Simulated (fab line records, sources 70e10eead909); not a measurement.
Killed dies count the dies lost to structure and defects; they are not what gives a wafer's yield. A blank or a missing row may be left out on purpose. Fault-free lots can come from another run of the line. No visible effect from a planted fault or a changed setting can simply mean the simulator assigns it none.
Which tool is to blame? | flow nand-harc | 18 wafers from 6 lots sampled at 2 of the route's 1302 steps

## WHAT THE GAUGES READ, wafer by wafer
NHARC_A_ONON_D2_THK_MEAS_34: measures by ellipsometry.
lot  | measured     | on            | thk-nm (nm)
L830 | day 14 20:58 | film-metro-02 | 199.9 200.6 199.7
L831 | day 15 16:46 | film-metro-01 | 199.4 200.1 203.5
L834 | day 16 21:47 | film-metro-01 | 196.0 200.0 193.7
L835 | day 17 17:26 | film-metro-02 | 194.9 196.8 199.9
L839 | day 19 00:05 | film-metro-01 | 201.4 199.9 204.2
L846 | day 21 21:08 | film-metro-02 | 217.9 217.9 219.5

## TOOL THAT RAN EACH LOT (tool first, then ch and the chambers of the sampled wafers, then the start)
lot  | NHARC_A_ONON_D2_DEP_33
L830 | pecvd-04 ch 1,2, day 14 20:33
L831 | pecvd-01 ch 0,1, day 15 16:20
L834 | pecvd-01 ch 1,2, day 16 21:22
L835 | pecvd-02 ch 1,2, day 17 17:01
L839 | pecvd-01 ch 0,1,2, day 18 23:43
L846 | pecvd-04 ch 0,1,2, day 21 20:44
- NHARC_A_ONON_D2_DEP_33: deposits SiO2, target thk 200 nm.

## THE ANSWER, worked out from the rows above alone
Rule: what is usual is taken from the lots themselves. Put in order of their means at a reading, lots are off if they are a third of the lots or fewer, leave a main group of 4 or more, and stand apart from it by a gap of 3 or more times the standard deviation of the main group's means; of several such gaps the widest counts. A main group is skipped when, at the precision printed for the reading in the tables above, its means are all equal. A lot without any number at a reading at which 4 lots or more have one is off too. All remaining lots with rows at the step are treated as sound.
Off at NHARC_A_ONON_D2_THK_MEAS_34 (thk-nm): L846. Mean 199.3 nm and standard deviation 2.1 in the main group.
A tool fits if, at a process step before that reading, it ran every lot that is off, and no sound lot after the first of them. The gauges at NHARC_A_ONON_D2_THK_MEAS_34 are tried like those tools. This does not decide it: 2 tools fit, namely pecvd-04 at NHARC_A_ONON_D2_DEP_33 and film-metro-02 at NHARC_A_ONON_D2_THK_MEAS_34.

## WHAT THE SIMULATOR PUT IN
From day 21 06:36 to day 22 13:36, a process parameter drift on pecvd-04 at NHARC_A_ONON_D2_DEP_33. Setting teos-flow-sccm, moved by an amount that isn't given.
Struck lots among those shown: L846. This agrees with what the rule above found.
